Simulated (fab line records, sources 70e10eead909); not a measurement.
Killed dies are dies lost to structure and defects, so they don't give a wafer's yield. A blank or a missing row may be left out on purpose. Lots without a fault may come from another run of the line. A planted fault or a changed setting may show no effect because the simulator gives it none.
A struck lot beside a sound one | flow nand_harc | 13 steps out of a route of 1302
Sound: wafers L679.4, L679.5, L679.6. Struck: wafer L669.1. (L669.3, L669.6 of the same lot were not struck and are left out.) The cause comes at the end.
At each step with rows: each side's tool, then ch and its chambers, then its first start. Under that, the readings that differ: sound wafers | struck wafers | difference of the means | sigmas: that difference in standard deviations of wafers without a fault.
alike: readings whose means differ by less than 2 such deviations, and words and numbers that are the same on both sides. not compared: withheld readings, readings that some wafer has no value for, bounds like >300 that may hide the same value, and numbers for which the record gives no deviation and whose values overlap.
The two part at a step that has a row with sigmas, a row that says differs or no value, or rows on one side only. Numbers that don't overlap but have no deviation are shown without sigmas and don't part them. A reading that every wafer of one side lacks parts them only if that side has two wafers or more.

NHARC_A_WL_FILL_ALD_02: deposits TiN, target thk 2 nm, pulse time 3 s, ald cycles 100.
  sound on ald_metal-04 ch 1,2, day 26 19:40; struck on ald_metal-02 ch 1, day 22 21:34
  alike: heater_power_w, precursor_pulse_height_rel
then, 1 step without rows for these wafers: NHARC_A_WL_FILL_CVD_03 (deposits W, target thk 40 nm, time 279 s).
NHARC_A_WL_FILL_ETCHBACK_04: etches the open film in NF3, target depth 60 nm, time 120 s.
  sound on rie_metal-02 ch 0,1, day 26 20:34; struck on rie_metal-01 ch 0, day 22 22:23
  reading                     | sound          | struck | difference                   | sigmas
  drypump_motor_current_A (A) | 5.92 5.41 5.93 | 5.15   | -0.60                        | -2
  rf_hours_counter_h (h)      | - - -          | 1.8    | no value on the sound wafers |
  alike: oes_product_au
NHARC_A_WL_FILL_ETCHBACK_05: etches the open film in Cl2/BCl3, target depth 22 nm, time 60 s.
  sound on rie_metal-02 ch 0,1, day 26 20:46; struck on rie_metal-01 ch 0, day 22 22:50
  reading                | sound | struck | difference                   | sigmas
  rf_hours_counter_h (h) | - - - | 2.1    | no value on the sound wafers |
  alike: drypump_motor_current_A, oes_product_au
then, 5 steps without rows for these wafers: NHARC_A_WL_FILL_STRIP_27 (strips in N2/H2, time 20 s); NHARC_A_WL_FILL_STRIP_28 (strips in post etch residue remover, time 1200 s); NHARC_A_WL_FILL_PRECLEAN_06 (cleans in DIW, time 300 s); NHARC_A_WL_FILL_SRD_07; NHARC_A_WL_FILL_ANNEAL_08 (time 1800 s).
NHARC_A_WL_FILL_ALD_10: deposits SiO2, target thk 50 nm, pulse time 10 s, ald cycles 500.
  sound on ald_hk-02 ch 0,2,3, day 27 03:19; struck on ald_hk-03 ch 0, day 23 05:04
  alike: heater_power_w, precursor_pulse_height_rel
NHARC_A_WL_FILL_ETCHBACK_16: etches the open film in C4F8/O2/Ar, target depth 120 nm, time 24 s.
  sound on rie_diel-05 ch 2,3, day 27 06:53; struck on rie_diel-13 ch 0, day 23 09:46
  reading               | sound             | struck | difference | sigmas
  oes_product_au (a.u.) | 1.002 1.001 1.018 | 0.601  | -0.406     | -19
  alike: bias_w, rf_vpp_V
  not compared: rf_hours_counter_h
NHARC_A_WL_FILL_STRIP_29: strips in O2, time 20 s.
  sound on rie_diel-05 ch 0,1,2, day 27 06:59; struck on rie_diel-13 ch 1, day 23 09:54
  reading                         | sound          | struck | difference | sigmas
  rf_vpp_V (V)                    | 56.6 58.0 56.8 | 59.0   | +1.9       | +2
  showerhead_plenum_p_Torr (Torr) | 3.38 3.50 3.31 | 3.72   | +0.32      | +3
  alike: drypump_motor_current_A, oes_product_au, throttle_valve_pct
  not compared: rf_hours_counter_h
-- the record jumps here: 4 days lie between the struck wafers' starts before and after (it left off in module A_WL_FILL and takes up again in module END, whose first step shown is number 1302 of the route) --
NHARC_END_SORT_01:
  the record has rows for the struck wafers here (prober-01 ch 0, day 27 05:22) and none for the sound ones

WHERE THEY PART
First at NHARC_A_WL_FILL_ETCHBACK_04; last, within this record, at NHARC_END_SORT_01.

WHY: what the simulator had put in
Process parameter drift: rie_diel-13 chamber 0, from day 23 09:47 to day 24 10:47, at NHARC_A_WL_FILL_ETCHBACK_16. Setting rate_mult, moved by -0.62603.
